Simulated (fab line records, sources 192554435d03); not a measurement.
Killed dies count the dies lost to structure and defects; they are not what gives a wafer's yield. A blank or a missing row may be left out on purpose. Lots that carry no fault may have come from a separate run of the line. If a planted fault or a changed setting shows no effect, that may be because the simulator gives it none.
fab line records + flow n5-finfet
record
- lots=4
- wafers=9
- last-day=16
route steps=1938 shown WELL_APT@46 PMOS_HMC_CHANNEL_EPI@57 SD_EPI_N@284 BEOL_M4@1111 PASSIVATION@1936
lots that met no fault: taken from a fault-free run of the same line
start-h: hours from the record's first day to the start of the lot's first wafer shown + wait-h: time in hours since the lot's previous step + " the same as in the row above + L1.1+2: one row covering several wafers at once + - either no value or no given start + * or withheld: withheld + < > ~ a bound
route shown NAME@n: a module of which the file shows steps, and the number in the route of the first + usual: average and standard deviation across the fault-free wafers + same: alike in all rows + chamber/n: place in a boat + sites: readings site by site + _std_site: the standard deviation of these + _edge_site: the outer-site mean with the inner-site mean subtracted + radius-mm: how far each site lies from the wafer's centre + mask NAME#n: copy n + behind: tool/chamber where the wafer was last shaped + hold: reason for holding the lot/hours on hold/outcome of the hold + device: names the non-switching transistor (n, p or np) + end of line: at the end of the route, the tests of the same wafers + where a step has no rows: the recipe by itself + killed: dies lost to structure and defects at the first sort, not the wafer's yield + map: the dies of a wafer, with x for killed, . for not killed, _ for no die there
set.NAME: setting as actually run; set.NAME@STEP: the setting as run at that earlier step + model.NAME: the simulator's own value behind a step, which no gauge read
lots at some steps of the route; a table a step, a row a wafer
## steps
# step N5_WELL_APT_DESCUM_30
# recipe
- chemistry=O2
- time-s=7.9
- source-power-w=50
- bias-power-w=20
- pressure-mtorr=20
- rf-frequency-hz=2.712e+07
- temp-c=40
- o2-flow-sccm=225
# step N5_WELL_APT_IMPLANT_31
# recipe
- species=B
- energy-kev=60
- dose-cm2=1.5e+13
- tilt-deg=0
- rotation-deg=0
# step N5_WELL_APT_IMPLANT_32
# recipe
- species=BF2
- energy-kev=50
- dose-cm2=2e+13
- tilt-deg=0
- rotation-deg=0
# step N5_WELL_APT_STRIP_33
# recipe
- chemistry=SPM
- time-s=900
- temp-c=130
- h2so4-h2o2-vol-ratio=4
- dry=ipa-marangoni
# step N5_WELL_APT_RTA_34
# recipe
- temp-c=1000
- time-s=10
- ambient=N2
- idle-temp-c=600
- ramp-up-c-per-s=150
- ramp-down-c-per-s=60
- cool-to-c=600
# step N5_WELL_APT_OXIDE_STRIP_42
# recipe
- chemistry=dHF
- dilution=25:1
- time-s=45
- temp-c=25
- target=SiO2
- target-depth-a=120
# step N5_WELL_APT_PRECLEAN_36
# recipe
- chemistry=O3/DIW
- time-s=45
- temp-c=22
- o3-ppm=10
# step N5_WELL_APT_PRECLEAN_39
# recipe
- chemistry=dHF
- time-s=60
- dilution=150:1
- temp-c=25
# step N5_WELL_APT_SRD_37
# recipe
- dry=ipa-marangoni
- do-ppb=5
- time-s=30
- temp-c=23
- rinse-liquid=diw
# step N5_WELL_APT_EPI_41
# recipe
- material=Si
- target-thk-a=500
- temp-c=650
- precursor=SiH4/H2
- pressure-torr=20
- time-s=297.7
# usual
- run-length-s=356.1/2.9
- throttle-valve-pct=11.8/0.51
| lot.wafer | tool         | chamber | start-h | wait-h | run-length-s | throttle-valve-pct | model.Si_of_WELL_APT_EPI_41.thk-nm |
|-----------|--------------|---------|---------|--------|--------------|--------------------|------------------------------------|
| L250.3    | epi-rpcvd-03 | 0       | 83.09   | 0.4    | 361.6        | 11.8               | 50.9                               |
| L250.4    | "            | 0       | "       | "      | 362.1        | 11.9               | 50                                 |
| L256.2    | epi-rpcvd-04 | 0       | 118.62  | 0.1    | 355.5        | 10.9               | 51.17                              |
| L256.3    | "            | 0       | "       | "      | 354.8        | 10.9               | 51.12                              |
| L256.6    | "            | 0       | "       | "      | 356.4        | 10.7               | 50.73                              |
| L257.4    | epi-rpcvd-03 | 0       | 127.07  | 0.3    | 354.2        | 11.8               | 49.17                              |
| L257.5    | "            | 0       | "       | "      | 301.0        | 11.8               | 40.82                              |
| L259.3    | epi-rpcvd-03 | 0       | 136.58  | 0.2    | 354.6        | 11.8               | 49.42                              |
| L259.5    | "            | 0       | "       | "      | 300.2        | 11.7               | 40.36                              |
# step N5_PMOS_HMC_CHANNEL_EPI_HM_DEP_34
# recipe
- material=SiO2
- target-thk-a=360
- temp-c=400
- precursor=TEOS/O2
- pressure-torr=6.5
- rf-w=900
- teos-flow-sccm=161.4
- gas=O2
- flow-sccm=2650
- time-s=6.9
# step N5_PMOS_HMC_CHANNEL_EPI_COAT_31
# recipe
- resist=BARC
- temp-c=205
- time-s=60
- spin-rpm=1500
- resist-thk-nm=66
# step N5_PMOS_HMC_CHANNEL_EPI_COAT_03
# recipe
- resist=CAR-ArF-block
- spin-rpm=1500
- resist-thk-nm=205
# step N5_PMOS_HMC_CHANNEL_EPI_EBR_05
# recipe
- solvent=PGMEA
- ebr-width-mm=1.5
# step N5_PMOS_HMC_CHANNEL_EPI_SOFTBAKE_04
# recipe
- temp-c=110
- time-s=60
- resist=CAR-ArF-block
# step N5_PMOS_HMC_CHANNEL_EPI_EXPOSE_06
# recipe
- mask-id=PMOS_HMC_BLK
- na=1.35
- source-shape=conventional
- sigma-outer=0.8
- polarization=unpolarized
- target-cd-nm=240
- dose-mj=41
# step N5_PMOS_HMC_CHANNEL_EPI_PEB_07
# recipe
- peb-temp-c=110
- peb-time-s=60
- resist=CAR-ArF-block
# step N5_PMOS_HMC_CHANNEL_EPI_DEVELOP_08
# recipe
- develop-time-s=30
- developer=TMAH
- resist=CAR-ArF-block
- dev-temp-c=23
- rinse-liquid=diw
- dry=air-spin
# step N5_PMOS_HMC_CHANNEL_EPI_DESCUM_14
# recipe
- chemistry=O2
- time-s=7.9
- source-power-w=50
- bias-power-w=20
- pressure-mtorr=20
- rf-frequency-hz=2.712e+07
- temp-c=40
- resist=CAR-ArF-block
- o2-flow-sccm=225
# step N5_PMOS_HMC_CHANNEL_EPI_ETCH_32
# recipe
- chemistry=N2/H2
- target=BARC
- stop-on=SiO2
- target-depth-a=858
- over-etch-frac=0.3
- time-s=50.3
- ion-energy-ev=200
- mask-material=CAR-ArF-block
- pressure-mtorr=30
- source-w=840
- bias-w=150
- n2-flow-sccm=200
- h2-flow-sccm=200
# step N5_PMOS_HMC_CHANNEL_EPI_HM_OPEN_15
# recipe
- chemistry=CHF3/O2
- target=SiO2
- mask-material=CAR-ArF-block
- target-depth-a=406
- CHF3_flow_sccm=50
- O2_flow_sccm=5
- Ar_flow_sccm=200
- time-s=20.3
- pressure-mtorr=30
- source-w=650
- bias-w=170
- ion-energy-ev=200
# step N5_PMOS_HMC_CHANNEL_EPI_STRIP_33
# recipe
- chemistry=N2/H2
- power-w=500
- temp-c=40
- pressure-mtorr=50
- rf-frequency-hz=6e+07
- overash-fraction=0.3
- bias-power-w=8
- h2-frac=0.5
- n2-flow-sccm=300
- h2-flow-sccm=300
# step N5_PMOS_HMC_CHANNEL_EPI_STRIP_17
# recipe
- chemistry=SPM
- time-s=750
- temp-c=130
- h2so4-h2o2-vol-ratio=4
- dry=ipa-marangoni
# step N5_PMOS_HMC_CHANNEL_EPI_ETCH_38
# recipe
- chemistry=CF4
- target=SiO2
- target-depth-a=15
- ion-energy-ev=350
- pressure-mtorr=10
- icp-w=800
- bias-w=400
- cf4-flow-sccm=80
# step N5_PMOS_HMC_CHANNEL_EPI_FIN_RECESS_16
# recipe
- chemistry=HBr/Cl2
- target=Si
- mask-material=SiO2
- target-depth-a=540
- time-s=18
- pressure-mtorr=10
- icp-w=800
- bias-w=75
- HBr_flow_sccm=150
- Cl2_flow_sccm=80
# step N5_PMOS_HMC_CHANNEL_EPI_PRECLEAN_36
# recipe
- chemistry=O3/DIW
- time-s=45
- temp-c=22
- o3-ppm=10
# step N5_PMOS_HMC_CHANNEL_EPI_PRECLEAN_18
# recipe
- chemistry=DHF
- time-s=30
- temp-c=25
- dilution=withheld
# step N5_PMOS_HMC_CHANNEL_EPI_SRD_19
# recipe
- dry=ipa-marangoni
- do-ppb=5
- time-s=30
- temp-c=23
- rinse-liquid=diw
# step N5_PMOS_HMC_CHANNEL_EPI_EPI_20
# recipe
- material=SiGe30
- mask-material=SiO2
- pressure-torr=20
- target-thk-a=590
- temp-c=600
# step N5_PMOS_HMC_CHANNEL_EPI_HM_STRIP_35
# recipe
- chemistry=dHF
- temp-c=25
- material=SiO2
- target=SiO2
- target-depth-a=396
- time-s=216
# step N5_PMOS_HMC_CHANNEL_EPI_SRD_39
# recipe
- dry=ipa-marangoni
- time-s=30
- temp-c=23
- rinse-liquid=diw
# step N5_PMOS_HMC_CHANNEL_EPI_CMP_21
# recipe
- material=SiGe30
- post-cmp-clean=alkaline-brush
- target-thk-nm=54
# step N5_PMOS_HMC_CHANNEL_EPI_PRECLEAN_40
# recipe
- chemistry=DHF
- time-s=30
- temp-c=25
- dilution=withheld
# step N5_PMOS_HMC_CHANNEL_EPI_PRECLEAN_37
# recipe
- chemistry=O3/DIW
- time-s=45
- temp-c=22
- o3-ppm=10
# step N5_SD_EPI_N_STRIP_18
# recipe
- chemistry=SPM
- time-s=750
- temp-c=130
- h2so4-h2o2-vol-ratio=4
| lot.wafer | tool         | chamber | start-h | wait-h | model.Si_of_WELL_APT_EPI_41.thk-nm |
|-----------|--------------|---------|---------|--------|------------------------------------|
| L250.3    | wet-bench-01 | 6       | 122.01  | 0.0    | 8.4                                |
| L250.4    | "            | 5       | "       | "      | 7.8                                |
| L256.2+6  | wet-bench-06 | 0,2     | 155.97  | 0.0    | 9.6                                |
| L256.3    | "            | 3       | "       | "      | 10.4                               |
| L257.4    | wet-bench-01 | 2       | 160.84  | 0.0    | 8                                  |
| L257.5    | "            | 3       | "       | "      | 4.8                                |
| L259.3    | wet-bench-01 | 5       | 170.00  | 0.0    | 8.2                                |
| L259.5    | "            | 0       | "       | "      | 5                                  |
# step N5_BEOL_M4_RC_MEAS_101
# usual
- CJ_N=4.35/0.079
- CJ_P=5.79/0.16
- DIBL_N=36.1/1.5
- DIBL_P=36.1/1.9
- IOFF_N=0.159/0.029
- IOFF_P=0.21/0.038
- ION_N=675/11
- ION_P=464/8.1
- RS_NWELL=1037/6.6
- RS_PWELL=3011/20
- SS_N=71.5/0.57
- SS_P=73.3/0.64
- VT_N=249/3.1
- VT_P=-250/3.8
| lot.wafer | tool      | chamber | start-h | wait-h | CJ_N | CJ_P | DIBL_N[mV/V] | DIBL_P[mV/V] | IOFF_N[nA/um] | IOFF_P[nA/um] | ION_N[uA/um] | ION_P[uA/um] | RS_NWELL[ohm/sq] | RS_PWELL[ohm/sq] | SS_N[mV/dec] | SS_P[mV/dec] | VT_N[mV] | VT_P[mV] |
|-----------|-----------|---------|---------|--------|------|------|--------------|--------------|---------------|---------------|--------------|--------------|------------------|------------------|--------------|--------------|----------|----------|
| L250.3    | prober-01 | 0       | 227.03  | 0.3    | 4.37 | 5.79 | 38.9         | 38.2         | 0.232         | 0.31          | 695          | 477          | 1046             | 3011             | 72.1         | 74.8         | 242      | -240     |
| L250.4    | "         | 0       | "       | "      | 4.33 | 5.84 | 37.5         | 37.0         | 0.194         | 0.28          | 686          | 480          | 1026             | 2996             | 72.1         | 74.1         | 246      | -243     |
| L256.2    | prober-01 | 0       | 269.68  | 0.2    | 4.27 | 5.75 | 38.5         | 38.9         | 0.187         | 0.21          | 665          | 456          | 1031             | 2987             | 72.4         | 73.6         | 249      | -254     |
| L256.3    | "         | 0       | "       | "      | 4.17 | 5.66 | 36.2         | 37.3         | 0.151         | 0.18          | 662          | 446          | 1032             | 2970             | 71.6         | 72.8         | 254      | -256     |
| L256.6    | "         | 0       | "       | "      | 4.23 | 5.71 | 37.5         | 38.5         | 0.180         | 0.20          | 678          | 460          | 1033             | 3006             | 72.7         | 73.3         | 248      | -253     |
| L257.4    | prober-01 | 0       | 274.52  | 0.5    | 4.35 | 5.92 | 37.4         | 40.7         | 0.218         | 0.29          | 696          | 479          | 1039             | 3014             | 72.7         | 74.3         | 245      | -247     |
| L257.5    | "         | 0       | "       | "      | 4.98 | 4.11 | 35.1         | 37.9         | 0.145         | 0.24          | 666          | 470          | 1060             | 3123             | 71.2         | 72.6         | 251      | -246     |
| L259.3    | prober-01 | 0       | 281.61  | 0.3    | 4.31 | 5.77 | 36.0         | 36.2         | 0.162         | 0.25          | 686          | 475          | 1039             | 3031             | 71.7         | 72.9         | 249      | -242     |
| L259.5    | "         | 0       | "       | "      | 4.99 | 4.21 | 35.3         | 35.3         | 0.136         | 0.23          | 664          | 479          | 1058             | 3116             | 72.1         | 73.1         | 253      | -245     |
# step N5_PASSIVATION_PROBE_49
# usual
- defect-limited-yield=91.5/1.6
- killed_at_M0_to_M3=33/10
- killed_at_M4_up=13/5.6
- killed-at-contacts=13/6
- killed-at-front-end=39/12
- killed-at-other=3.0/2.8
- killed-dies=101/19
- killed-open=65/13
- killed-short=32/8.3
- sort_bin_5_function=5.0/1
- sort_bin_6_memory=3.1/0.69
- sort-n-pass=1079/19
- sort-yield-pct=91.5/1.6
# same
- gross-dies=1180
- killed-at-back-side=0
- sort_bin_4_leakage[%]=0
- sort_bin_8_speed[%]=0
| lot.wafer | tool      | chamber | start-h | wait-h | defect-limited-yield[%] | killed_at_M0_to_M3 | killed_at_M4_up | killed-at-contacts | killed-at-front-end | killed-at-other | killed-dies | killed-open | killed-short | sort_bin_5_function[%] | sort_bin_6_memory[%] | sort-n-pass | sort-yield-pct[%] |
|-----------|-----------|---------|---------|--------|-------------------------|--------------------|-----------------|--------------------|---------------------|-----------------|-------------|-------------|--------------|------------------------|----------------------|-------------|-------------------|
| L256.2    | prober-02 | -       | 389.54  | 0.1    | 93.4                    | 18                 | 15              | 10                 | 34                  | 1               | 78          | 47          | 28           | 4.2                    | 2.2                  | 1102        | 93.4              |
| L256.3    | prober-02 | -       | 389.59  | 0.1    | 95.5                    | 23                 | 7               | 3                  | 20                  | 0               | 53          | 30          | 23           | 2.7                    | 1.7                  | 1127        | 95.5              |
| L256.6    | prober-02 | -       | 389.74  | 0.3    | 93.6                    | 24                 | 12              | 15                 | 24                  | 0               | 75          | 52          | 22           | 3.4                    | 2.8                  | 1105        | 93.6              |
# killed by level:class
L256.2 GATE_CUT:geometric-particle:short=6 MOL_CONTACT_COAG:geometric-particle:open=6 BEOL_M0_SAQP:geometric-particle:open=6 BEOL_M3:geometric-particle:open=6 FIN_CUT:geometric-particle:short=4 FIN_CUT:geometric-particle:open=4 STI_FIN_REVEAL:geometric-particle:open=4 MOL_CONTACT_COAG:geometric-particle:short=4
L256.3 BEOL_M0_SAQP:geometric-particle:short=7 BEOL_M0_SAQP:geometric-particle:open=6 STI_FIN_REVEAL:geometric-particle:open=4 BEOL_M1:geometric-particle:open=4 FIN_SAQP:geometric-particle:short=3 DUMMY_GATE:geometric-particle:open=3 MOL_CONTACT_COAG:geometric-particle:open=3 BEOL_M3:geometric-particle:short=3
L256.6 MOL_CONTACT_COAG:geometric-particle:open=12 BEOL_M3:geometric-particle:open=8 BEOL_M0_SAQP:geometric-particle:open=5 BEOL_M4:geometric-particle:open=4 STI_FIN_REVEAL:geometric-particle:open=3 DUMMY_GATE:geometric-particle:short=3 GATE_CUT:geometric-particle:short=3 MOL_CONTACT_COAG:geometric-particle:short=3
## key
first-sign
- step=N5_WELL_APT_EPI_41
- reading=run-length-s
- direction=down
- sigmas=19
- usual=*
- struck=*
effect
- step=N5_BEOL_M4_RC_MEAS_101
- reading=CJ_P
- direction=down
- sigmas=11
- usual=5.79
- struck=4.16
effect
- step=N5_BEOL_M4_RC_MEAS_101
- reading=CJ_N
- direction=up
- sigmas=8
- usual=4.35
- struck=4.98
effect
- step=N5_BEOL_M4_RC_MEAS_101
- reading=RS_PWELL
- direction=up
- sigmas=5.5
- usual=3011
- struck=3119
effect
- step=N5_BEOL_M4_RC_MEAS_101
- reading=RS_NWELL
- direction=up
- sigmas=3.2
- usual=1037
- struck=1059
model-effect
- step=N5_WELL_APT_EPI_41
- value=Si_of_WELL_APT_EPI_41.thk-nm
- without=49.53
- struck=40.59
model-effect
- step=N5_SD_EPI_N_STRIP_18
- value=Si_of_WELL_APT_EPI_41.thk-nm
- without=7.5
- struck=4.9
met-at N5_WELL_APT_EPI_41
struck-wafers L257.5,L259.5
onset-between 83.09 127.07
fault
- kind=process-parameter-drift
- tool=epi-rpcvd-03
- chamber=-
- onset-h=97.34
- steps=N5_WELL_APT_EPI_41
- channel=time-s
- offset=*
- shape=step
- end-h=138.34
- scope=struck-wafers-only
- acts-in=*
- stated=*
